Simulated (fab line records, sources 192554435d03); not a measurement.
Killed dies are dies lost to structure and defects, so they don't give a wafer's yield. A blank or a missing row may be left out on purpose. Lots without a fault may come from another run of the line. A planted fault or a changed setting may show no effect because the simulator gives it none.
Chamber matching | flow n5_finfet | N5_BEOL_M8_ETCH_66 on rie_diel-04: 4 sister chambers
The step etches SOC in N2/H2, target depth 80 nm, overetch 16 nm, time 120 s. 8 wafers are shown with their chamber, then 12 later ones without.

WAFERS WITH THEIR CHAMBER
wafer  | chamber | showerhead_plenum_p_Torr (Torr) | drypump_motor_current_A (A)
L086.3 | 1       | 2.54                            | 5.8
L085.4 | 3       | 2.61                            | 5.7
L087.3 | 0       | 2.73                            | 5.6
L087.4 | 2       | 2.61                            | 4.7
L087.6 | 3       | 2.61                            | 5.7
L089.1 | 0       | 2.72                            | 5.6
L089.2 | 2       | 2.61                            | 4.8
L089.6 | 1       | 2.54                            | 5.8

WAFERS WITHOUT THEIR CHAMBER
wafer  | showerhead_plenum_p_Torr (Torr) | drypump_motor_current_A (A)
L093.1 | 2.54                            | 5.8
L093.2 | 2.60                            | 4.7
L093.5 | 2.60                            | 4.8
L094.1 | 2.53                            | 5.8
L094.3 | 2.60                            | 4.8
L094.5 | 2.71                            | 5.6
L095.4 | 2.60                            | 4.7
L095.5 | 2.71                            | 5.5
L095.6 | 2.54                            | 5.8
L096.3 | 2.60                            | 5.7
L096.5 | 2.71                            | 5.6
L096.6 | 2.53                            | 5.8

WHICH CHAMBER EACH WENT THROUGH
wafer  | from the rows above | in truth
L093.1 | 1                   | 1
L093.2 | 2                   | 2
L093.5 | 2                   | 2
L094.1 | 1                   | 1
L094.3 | 2                   | 2
L094.5 | 0                   | 0
L095.4 | 2                   | 2
L095.5 | 0                   | 0
L095.6 | 1                   | 1
L096.3 | 3                   | 3
L096.5 | 0                   | 0
L096.6 | 1                   | 1
Placed correctly: 12 of 12. Can't be placed from these rows: 0. Placed wrongly: 0.
How it was worked out, from the rows above alone: a wafer's distance from a chamber is the root of the sum, over the readings, of the square of ((its reading less the chamber's mean) divided by the reading's scatter). The wafer belongs to the nearest chamber; if the next one is less than 2 further off, it can't be placed. A chamber's mean is the mean of its shown wafers. The scatter: the root of (the sum of the squares of (reading less its chamber's mean) over the shown wafers, divided by (wafers less chambers)).
